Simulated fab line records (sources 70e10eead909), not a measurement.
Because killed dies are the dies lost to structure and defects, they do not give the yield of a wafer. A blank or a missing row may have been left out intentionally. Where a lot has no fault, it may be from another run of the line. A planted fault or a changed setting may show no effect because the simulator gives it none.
Chamber matching | flow nand-harc | NHARC_THIN_TSV_DESCUM_14 on rie-diel-05: 4 sister chambers
The step chemistry O2, time 3 s. 15 wafers are shown with their chamber, then 7 later ones without.

WAFERS, EACH WITH ITS CHAMBER
wafer  | chamber | showerhead-plenum-p-Torr (Torr) | drypump-motor-current-A (A) | oes-product-au (a.u.)
L830.4 | 3       | 1.98                            | 5.2                         | 1.013
L830.5 | 1       | 1.79                            | 4.7                         | 1.001
L830.6 | 2       | 2.06                            | 5.2                         | 1.000
L833.1 | 0       | 1.79                            | 4.9                         | 0.986
L833.2 | 2       | 2.06                            | 5.2                         | 1.010
L833.4 | 3       | 1.98                            | 5.3                         | 0.995
L831.1 | 1       | 1.79                            | 4.7                         | 1.011
L831.5 | 0       | 1.79                            | 4.9                         | 0.990
L831.6 | 1       | 1.79                            | 4.7                         | 1.000
L835.1 | 2       | 2.06                            | 5.2                         | 1.020
L835.2 | 1       | 1.79                            | 4.7                         | 1.014
L835.6 | 3       | 1.98                            | 5.2                         | 1.007
L841.2 | 2       | 2.05                            | 5.2                         | 1.016
L841.4 | 3       | 1.98                            | 5.3                         | 1.002
L841.6 | 2       | 2.05                            | 5.2                         | 1.004

SIGNATURES (averages over the wafers above)
reading                  | chamber 0 | chamber 1 | chamber 2 | chamber 3 | scatter within a chamber
showerhead-plenum-p-Torr | 1.7900    | 1.7900    | 2.0560    | 1.9800    | 0.0033
drypump-motor-current-A  | 4.900     | 4.700     | 5.200     | 5.250     | 0.0302
oes-product-au           | 0.98800   | 1.00650   | 1.01000   | 1.00425   | 0.00741
Rule: distance of a wafer from a chamber = root of the sum over the readings of ((wafer's reading minus chamber's mean) / reading's scatter) squared. If the next closest chamber is less than 2 further off than the closest, the wafer can't be placed; otherwise it belongs to the closest. The scatter is the square root of a quotient: the sum, over the shown wafers, of each reading's squared deviation from its chamber's mean, divided by wafers minus chambers.

WAFERS WITHOUT THEIR CHAMBER
wafer  | showerhead-plenum-p-Torr (Torr) | drypump-motor-current-A (A) | oes-product-au (a.u.)
L844.3 | 1.79                            | 4.9                         | 0.996
L850.1 | 2.05                            | 5.2                         | 1.009
L850.2 | 1.79                            | 4.9                         | 1.000
L850.4 | 1.79                            | 4.7                         | 1.004
L853.1 | 1.78                            | 4.7                         | 1.000
L853.2 | 1.79                            | 4.9                         | 1.005
L853.4 | 1.98                            | 5.2                         | 0.995

WHICH CHAMBER EACH WENT THROUGH
wafer  | from the rows above | in truth
L844.3 | 0                   | 0
L850.1 | 2                   | 2
L850.2 | 0                   | 0
L850.4 | 1                   | 1
L853.1 | 1                   | 1
L853.2 | 0                   | 0
L853.4 | 3                   | 3
Placed correctly: 7 of 7. From these rows, 0 cannot be placed. 0 placed wrongly.
